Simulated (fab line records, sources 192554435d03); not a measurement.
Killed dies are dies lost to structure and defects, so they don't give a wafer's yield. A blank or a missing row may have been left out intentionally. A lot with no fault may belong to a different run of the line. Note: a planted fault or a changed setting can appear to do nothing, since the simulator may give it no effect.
Which tool is to blame? || flow n5_finfet || Sampling: 9 lots, 27 wafers, 5 of 1938 route steps

WHAT THE GAUGES SHOWED, per wafer
N5_FIN_SAQP_CD_MEAS_31 targets a cd of 8 nm. Usual: cd_nm at 8.07 nm, with a standard deviation of 0.23.
{"lot": "L288", "measured": "day 2 02:05", "on": "cd_sem-02", "cd_nm (nm)": "8.19 8.32 8.15", "flag": ""}
{"lot": "L293", "measured": "day 3 07:43", "on": "cd_sem-03", "cd_nm (nm)": "7.95 8.31 8.26", "flag": ""}
{"lot": "L295", "measured": "day 3 19:39", "on": "cd_sem-01", "cd_nm (nm)": "8.07 8.27 8.22", "flag": ""}
{"lot": "L296", "measured": "day 4 01:34", "on": "cd_sem-03", "cd_nm (nm)": "8.11 7.95 8.52", "flag": ""}
{"lot": "L298", "measured": "day 4 14:08", "on": "cd_sem-03", "cd_nm (nm)": "8.11 7.77 7.59", "flag": ""}
{"lot": "L301", "measured": "day 5 07:41", "on": "cd_sem-01", "cd_nm (nm)": "8.06 8.06 8.37", "flag": ""}
{"lot": "L302", "measured": "day 5 13:32", "on": "cd_sem-01", "cd_nm (nm)": "8.20 8.38 8.39", "flag": ""}
{"lot": "L303", "measured": "day 5 19:35", "on": "cd_sem-02", "cd_nm (nm)": "8.09 7.71 7.95", "flag": ""}
{"lot": "L311", "measured": "day 7 20:43", "on": "cd_sem-02", "cd_nm (nm)": "8.23 7.97 7.77", "flag": ""}

N5_BEOL_M4_RC_MEAS_101. Usual: DIBL_N 35.3 mV/V, standard deviation 1.8; DIBL_P 35.2 mV/V, standard deviation 2.2; IOFF_N 0.144 nA/um, standard deviation 0.029; IOFF_P 0.19 nA/um, standard deviation 0.031; ION_N 670 uA/um, standard deviation 12; ION_P 460 uA/um, standard deviation 7.6; SS_N 71.2 mV/dec, standard deviation 0.62; SS_P 73.0 mV/dec, standard deviation 0.69; VT_N 251 mV, standard deviation 3.4; VT_P -251.4 mV, standard deviation 2.6.
{"lot": "L288", "measured": "day 8 03:44", "on": "prober-01", "DIBL_N (mV/V)": "35.7 35.0 37.2", "DIBL_P (mV/V)": "34.0 33.2 35.5", "IOFF_N (nA/um)": "0.122 0.117 0.147", "IOFF_P (nA/um)": "0.17 0.17 0.20", "ION_N (uA/um)": "655 663 672", "ION_P (uA/um)": "454 458 464", "SS_N (mV/dec)": "71.6 71.0 71.9", "SS_P (mV/dec)": "73.3 72.6 74.1", "VT_N (mV)": "256 254 252", "VT_P (mV)": "-253.7 -252.2 -250.0", "flag": ""}
{"lot": "L293", "measured": "day 9 22:29", "on": "prober-01", "DIBL_N (mV/V)": "34.8 35.2 36.5", "DIBL_P (mV/V)": "36.2 35.8 36.3", "IOFF_N (nA/um)": "0.127 0.147 0.163", "IOFF_P (nA/um)": "0.20 0.21 0.22", "ION_N (uA/um)": "653 681 674", "ION_P (uA/um)": "454 466 463", "SS_N (mV/dec)": "71.4 71.2 71.6", "SS_P (mV/dec)": "72.9 72.8 73.6", "VT_N (mV)": "254 250 247", "VT_P (mV)": "-250.2 -248.6 -250.3", "flag": ""}
{"lot": "L295", "measured": "day 10 21:23", "on": "prober-02", "DIBL_N (mV/V)": "35.3 33.4 33.2", "DIBL_P (mV/V)": "35.4 32.8 33.2", "IOFF_N (nA/um)": "0.144 0.116 0.124", "IOFF_P (nA/um)": "0.20 0.16 0.18", "ION_N (uA/um)": "670 660 668", "ION_P (uA/um)": "469 461 460", "SS_N (mV/dec)": "71.5 70.9 70.3", "SS_P (mV/dec)": "73.3 72.2 72.4", "VT_N (mV)": "250 254 249", "VT_P (mV)": "-250.0 -254.0 -250.6", "flag": ""}
{"lot": "L296", "measured": "day 10 22:10", "on": "prober-02", "DIBL_N (mV/V)": "31.7 35.2 35.5", "DIBL_P (mV/V)": "32.1 36.9 36.9", "IOFF_N (nA/um)": "0.103 0.156 0.157", "IOFF_P (nA/um)": "0.14 0.21 0.20", "ION_N (uA/um)": "658 673 679", "ION_P (uA/um)": "455 461 462", "SS_N (mV/dec)": "70.2 71.4 71.3", "SS_P (mV/dec)": "72.0 73.1 73.4", "VT_N (mV)": "257 251 249", "VT_P (mV)": "-255.7 -253.1 -249.9", "flag": ""}
{"lot": "L298", "measured": "day 11 05:33", "on": "prober-01", "DIBL_N (mV/V)": "34.7 34.1 33.8", "DIBL_P (mV/V)": "33.6 32.5 33.2", "IOFF_N (nA/um)": "0.141 0.115 0.123", "IOFF_P (nA/um)": "0.17 0.15 0.15", "ION_N (uA/um)": "678 661 680", "ION_P (uA/um)": "466 458 466", "SS_N (mV/dec)": "70.9 70.4 70.3", "SS_P (mV/dec)": "72.3 71.8 72.3", "VT_N (mV)": "249 253 252", "VT_P (mV)": "-251.2 -253.0 -252.5", "flag": ""}
{"lot": "L301", "measured": "day 11 07:22", "on": "prober-01", "DIBL_N (mV/V)": "34.3 36.0 36.5", "DIBL_P (mV/V)": "33.8 36.2 36.8", "IOFF_N (nA/um)": "0.124 0.150 0.172", "IOFF_P (nA/um)": "0.18 0.21 0.24", "ION_N (uA/um)": "679 687 688", "ION_P (uA/um)": "469 471 470", "SS_N (mV/dec)": "71.9 72.0 71.8", "SS_P (mV/dec)": "72.3 72.4 73.6", "VT_N (mV)": "254 249 247", "VT_P (mV)": "-251.6 -249.7 -248.1", "flag": ""}
{"lot": "L302", "measured": "day 12 13:22", "on": "prober-01", "DIBL_N (mV/V)": "35.1 38.5 37.7", "DIBL_P (mV/V)": "34.1 38.3 36.9", "IOFF_N (nA/um)": "0.134 0.189 0.171", "IOFF_P (nA/um)": "0.17 0.22 0.19", "ION_N (uA/um)": "676 684 674", "ION_P (uA/um)": "463 460 457", "SS_N (mV/dec)": "71.4 71.7 72.1", "SS_P (mV/dec)": "71.9 74.3 73.1", "VT_N (mV)": "252 246 247", "VT_P (mV)": "-254.0 -252.9 -252.8", "flag": ""}
{"lot": "L303", "measured": "day 12 16:12", "on": "prober-02", "DIBL_N (mV/V)": "36.3 37.0 35.9", "DIBL_P (mV/V)": "37.2 37.8 36.7", "IOFF_N (nA/um)": "0.165 0.197 0.163", "IOFF_P (nA/um)": "0.22 0.23 0.21", "ION_N (uA/um)": "667 681 681", "ION_P (uA/um)": "458 462 460", "SS_N (mV/dec)": "71.3 71.4 71.2", "SS_P (mV/dec)": "73.8 73.9 74.2", "VT_N (mV)": "249 245 250", "VT_P (mV)": "-248.6 -246.4 -248.7", "flag": ""}
{"lot": "L311", "measured": "day 15 05:55", "on": "prober-01", "DIBL_N (mV/V)": "35.6 40.4 37.9", "DIBL_P (mV/V)": "34.8 40.9 37.7", "IOFF_N (nA/um)": "0.137 0.234 0.171", "IOFF_P (nA/um)": "0.18 0.28 0.23", "ION_N (uA/um)": "667 680 670", "ION_P (uA/um)": "456 461 460", "SS_N (mV/dec)": "71.4 73.2 72.4", "SS_P (mV/dec)": "73.4 74.8 74.4", "VT_N (mV)": "254 244 247", "VT_P (mV)": "-254.8 -247.3 -250.3", "flag": ""}

WHAT TOOL EACH LOT RAN ON (gives the tool, then ch and the chambers of the sampled wafers, and finally the start)
{"lot": "L288", "N5_FIN_SAQP_MANDREL_ETCH_58": "rie_si-03 ch 1,2, day 2 00:35", "N5_FIN_SAQP_SPACER2_ALD_28": "ald_sin-02 ch 0,2, day 2 01:29", "N5_FIN_SAQP_ETCH_34": "rie_diel-03 ch 0,1, day 2 02:13"}
{"lot": "L293", "N5_FIN_SAQP_MANDREL_ETCH_58": "rie_si-05 ch 1,2,3, day 3 06:22", "N5_FIN_SAQP_SPACER2_ALD_28": "ald_sin-04 ch 0,1,3, day 3 07:10", "N5_FIN_SAQP_ETCH_34": "rie_diel-03 ch 0,1,3, day 3 07:49"}
{"lot": "L295", "N5_FIN_SAQP_MANDREL_ETCH_58": "rie_si-05 ch 0,1, day 3 17:53", "N5_FIN_SAQP_SPACER2_ALD_28": "ald_sin-02 ch 0,3, day 3 19:07", "N5_FIN_SAQP_ETCH_34": "rie_diel-05 ch 1,2,3, day 3 19:46"}
{"lot": "L296", "N5_FIN_SAQP_MANDREL_ETCH_58": "rie_si-03 ch 0,1,2, day 4 00:13", "N5_FIN_SAQP_SPACER2_ALD_28": "ald_sin-04 ch 0,1,2, day 4 01:03", "N5_FIN_SAQP_ETCH_34": "rie_diel-03 ch 1,2,3, day 4 01:41"}
{"lot": "L298", "N5_FIN_SAQP_MANDREL_ETCH_58": "rie_si-05 ch 1,2, day 4 12:38", "N5_FIN_SAQP_SPACER2_ALD_28": "ald_sin-02 ch 0,3, day 4 13:36", "N5_FIN_SAQP_ETCH_34": "rie_diel-03 ch 0,1, day 4 14:15"}
{"lot": "L301", "N5_FIN_SAQP_MANDREL_ETCH_58": "rie_si-03 ch 0,1,2, day 5 06:22", "N5_FIN_SAQP_SPACER2_ALD_28": "ald_sin-02 ch 0,2,3, day 5 07:10", "N5_FIN_SAQP_ETCH_34": "rie_diel-03 ch 0,1, day 5 07:51"}
{"lot": "L302", "N5_FIN_SAQP_MANDREL_ETCH_58": "rie_si-05 ch 1,2,3, day 5 12:05", "N5_FIN_SAQP_SPACER2_ALD_28": "ald_sin-04 ch 0,1,3, day 5 12:55", "N5_FIN_SAQP_ETCH_34": "rie_diel-05 ch 0,2,3, day 5 13:39"}
{"lot": "L303", "N5_FIN_SAQP_MANDREL_ETCH_58": "rie_si-05 ch 0,1,2, day 5 18:08", "N5_FIN_SAQP_SPACER2_ALD_28": "ald_sin-01 ch 0,1,2, day 5 18:58", "N5_FIN_SAQP_ETCH_34": "rie_diel-03 ch 1,2, day 5 19:44"}
{"lot": "L311", "N5_FIN_SAQP_MANDREL_ETCH_58": "rie_si-05 ch 0,1,2, day 7 19:16", "N5_FIN_SAQP_SPACER2_ALD_28": "ald_sin-02 ch 0,2, day 7 20:08", "N5_FIN_SAQP_ETCH_34": "rie_diel-04 ch 0,2,3, day 7 20:53"}
- N5_FIN_SAQP_MANDREL_ETCH_58: etches a-Si in HBr/Cl2, stops on SiNx, target depth 45 nm, bt time 10 s, time 27 s.
- N5_FIN_SAQP_SPACER2_ALD_28: deposits SiO2, target thk 8.1 nm, pulse time 1 s, purge time 2 s.
- N5_FIN_SAQP_ETCH_34: etches SiO2 in C4F6/O2, target depth 45 nm, time 15 s.

WHAT THE TOOLS THEMSELVES READ (means of the sampled wafers that have a number; where no wafer has one, the mark that the record gives instead)
N5_FIN_SAQP_MANDREL_ETCH_58. Usual: drypump_motor_current_A 5.74 A, standard deviation 0.22; oes_product_au 0.698 a.u., standard deviation 0.013; throttle_valve_pct 35.62 %, standard deviation 0.28.
{"lot": "L288", "tool": "rie_si-03", "drypump_motor_current_A (A)": 5.94, "oes_product_au (a.u.)": 0.706, "throttle_valve_pct (%)": 35.76, "flag": ""}
{"lot": "L293", "tool": "rie_si-05", "drypump_motor_current_A (A)": 5.79, "oes_product_au (a.u.)": 0.702, "throttle_valve_pct (%)": 35.43, "flag": ""}
{"lot": "L295", "tool": "rie_si-05", "drypump_motor_current_A (A)": 5.63, "oes_product_au (a.u.)": 0.700, "throttle_valve_pct (%)": 35.33, "flag": ""}
{"lot": "L296", "tool": "rie_si-03", "drypump_motor_current_A (A)": 5.85, "oes_product_au (a.u.)": 0.696, "throttle_valve_pct (%)": 35.74, "flag": ""}
{"lot": "L298", "tool": "rie_si-05", "drypump_motor_current_A (A)": 5.81, "oes_product_au (a.u.)": 0.711, "throttle_valve_pct (%)": 35.33, "flag": ""}
{"lot": "L301", "tool": "rie_si-03", "drypump_motor_current_A (A)": 5.86, "oes_product_au (a.u.)": 0.694, "throttle_valve_pct (%)": 35.75, "flag": ""}
{"lot": "L302", "tool": "rie_si-05", "drypump_motor_current_A (A)": 5.77, "oes_product_au (a.u.)": 0.693, "throttle_valve_pct (%)": 35.45, "flag": ""}
{"lot": "L303", "tool": "rie_si-05", "drypump_motor_current_A (A)": 5.71, "oes_product_au (a.u.)": 0.705, "throttle_valve_pct (%)": 35.43, "flag": ""}
{"lot": "L311", "tool": "rie_si-05", "drypump_motor_current_A (A)": 5.70, "oes_product_au (a.u.)": 0.699, "throttle_valve_pct (%)": 35.45, "flag": ""}

N5_FIN_SAQP_SPACER2_ALD_28. Usual: heater_power_w 488 W, standard deviation 38; precursor_pulse_height_rel 0.999, standard deviation 0.02; susceptor_temp_C 299.99 C, standard deviation 0.17.
{"lot": "L288", "tool": "ald_sin-02", "heater_power_w (W)": 438, "precursor_pulse_height_rel": 0.990, "susceptor_temp_C (C)": 300.08, "flag": ""}
{"lot": "L293", "tool": "ald_sin-04", "heater_power_w (W)": 517, "precursor_pulse_height_rel": 1.018, "susceptor_temp_C (C)": 300.08, "flag": ""}
{"lot": "L295", "tool": "ald_sin-02", "heater_power_w (W)": 440, "precursor_pulse_height_rel": 0.994, "susceptor_temp_C (C)": 300.09, "flag": ""}
{"lot": "L296", "tool": "ald_sin-04", "heater_power_w (W)": 515, "precursor_pulse_height_rel": 1.005, "susceptor_temp_C (C)": 300.07, "flag": ""}
{"lot": "L298", "tool": "ald_sin-02", "heater_power_w (W)": 459, "precursor_pulse_height_rel": 0.996, "susceptor_temp_C (C)": 299.96, "flag": ""}
{"lot": "L301", "tool": "ald_sin-02", "heater_power_w (W)": 461, "precursor_pulse_height_rel": 1.003, "susceptor_temp_C (C)": 299.95, "flag": ""}
{"lot": "L302", "tool": "ald_sin-04", "heater_power_w (W)": 501, "precursor_pulse_height_rel": 1.025, "susceptor_temp_C (C)": 297.30, "flag": "OFF"}
{"lot": "L303", "tool": "ald_sin-01", "heater_power_w (W)": 458, "precursor_pulse_height_rel": 0.967, "susceptor_temp_C (C)": 299.88, "flag": ""}
{"lot": "L311", "tool": "ald_sin-02", "heater_power_w (W)": 444, "precursor_pulse_height_rel": 1.004, "susceptor_temp_C (C)": 300.08, "flag": ""}

N5_FIN_SAQP_ETCH_34. Usual: drypump_motor_current_A 5.7 A, standard deviation 0.32; etch_rf_on_time_s 15.0 s, standard deviation 0.36; oes_product_au 0.66 a.u., standard deviation 0.081; rf_vpp_V 669 V, standard deviation 9.9; showerhead_plenum_p_Torr 2.85 Torr, standard deviation 0.13; throttle_valve_pct 21.19 %, standard deviation 0.16.
{"lot": "L288", "tool": "rie_diel-03", "drypump_motor_current_A (A)": 5.8, "etch_rf_on_time_s (s)": 15.1, "oes_product_au (a.u.)": 0.62, "rf_vpp_V (V)": 662, "showerhead_plenum_p_Torr (Torr)": 2.83, "throttle_valve_pct (%)": 21.04, "flag": ""}
{"lot": "L293", "tool": "rie_diel-03", "drypump_motor_current_A (A)": 5.7, "etch_rf_on_time_s (s)": 15.3, "oes_product_au (a.u.)": 0.62, "rf_vpp_V (V)": 672, "showerhead_plenum_p_Torr (Torr)": 2.84, "throttle_valve_pct (%)": 21.11, "flag": ""}
{"lot": "L295", "tool": "rie_diel-05", "drypump_motor_current_A (A)": 5.4, "etch_rf_on_time_s (s)": 14.4, "oes_product_au (a.u.)": 0.79, "rf_vpp_V (V)": 672, "showerhead_plenum_p_Torr (Torr)": 2.86, "throttle_valve_pct (%)": 21.18, "flag": ""}
{"lot": "L296", "tool": "rie_diel-03", "drypump_motor_current_A (A)": 5.6, "etch_rf_on_time_s (s)": 15.4, "oes_product_au (a.u.)": 0.61, "rf_vpp_V (V)": 665, "showerhead_plenum_p_Torr (Torr)": 2.92, "throttle_valve_pct (%)": 21.12, "flag": ""}
{"lot": "L298", "tool": "rie_diel-03", "drypump_motor_current_A (A)": 5.7, "etch_rf_on_time_s (s)": 15.1, "oes_product_au (a.u.)": 0.63, "rf_vpp_V (V)": 671, "showerhead_plenum_p_Torr (Torr)": 2.73, "throttle_valve_pct (%)": 21.10, "flag": ""}
{"lot": "L301", "tool": "rie_diel-03", "drypump_motor_current_A (A)": 5.7, "etch_rf_on_time_s (s)": 15.2, "oes_product_au (a.u.)": 0.63, "rf_vpp_V (V)": 672, "showerhead_plenum_p_Torr (Torr)": 2.72, "throttle_valve_pct (%)": 21.11, "flag": ""}
{"lot": "L302", "tool": "rie_diel-05", "drypump_motor_current_A (A)": 5.4, "etch_rf_on_time_s (s)": 14.7, "oes_product_au (a.u.)": 0.69, "rf_vpp_V (V)": 667, "showerhead_plenum_p_Torr (Torr)": 2.82, "throttle_valve_pct (%)": 21.21, "flag": ""}
{"lot": "L303", "tool": "rie_diel-03", "drypump_motor_current_A (A)": 5.7, "etch_rf_on_time_s (s)": 15.4, "oes_product_au (a.u.)": 0.59, "rf_vpp_V (V)": 655, "showerhead_plenum_p_Torr (Torr)": 2.91, "throttle_valve_pct (%)": 21.10, "flag": ""}
{"lot": "L311", "tool": "rie_diel-04", "drypump_motor_current_A (A)": 6.2, "etch_rf_on_time_s (s)": 14.7, "oes_product_au (a.u.)": 0.71, "rf_vpp_V (V)": 668, "showerhead_plenum_p_Torr (Torr)": 2.88, "throttle_valve_pct (%)": 21.35, "flag": ""}

THE ANSWER, worked out from the rows above alone
Rule: a lot counts as off when the mean over its wafers that have a number is more than 3 standard deviations away from the usual mean. Also off: a lot with no number at a reading for which 4 or more lots have one. The other lots that the step has rows for count as sound. The gauges are gone through in route order, then the tools' own readings, and for those a lot's mean is taken as printed above. At the first step where some lot is off, the reading lying furthest off is the one used; lots without a number count as furthest.
Off: L302, at N5_FIN_SAQP_SPACER2_ALD_28 (susceptor_temp_C).
A tool fits if, at that step or a process step before it, it ran every lot that is off, and no sound lot after the first of them. One fits: N5_FIN_SAQP_SPACER2_ALD_28 on ald_sin-04. A fault onset in the window from L296 (day 4 01:03, its last sound lot) to L302 (day 5 12:55, its first lot off) fits.
The tool's own readings at N5_FIN_SAQP_SPACER2_ALD_28 bear it out: on the lots that are off they differ by more than 5 times the standard deviation of the sound lots' means. susceptor_temp_C reads 297.30 C there against 300.02 C on the sound lots.

WHAT HAD BEEN PUT IN BY THE SIMULATOR
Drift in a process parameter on ald_sin-04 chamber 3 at N5_FIN_SAQP_SPACER2_ALD_28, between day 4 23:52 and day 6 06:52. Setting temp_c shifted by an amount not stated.
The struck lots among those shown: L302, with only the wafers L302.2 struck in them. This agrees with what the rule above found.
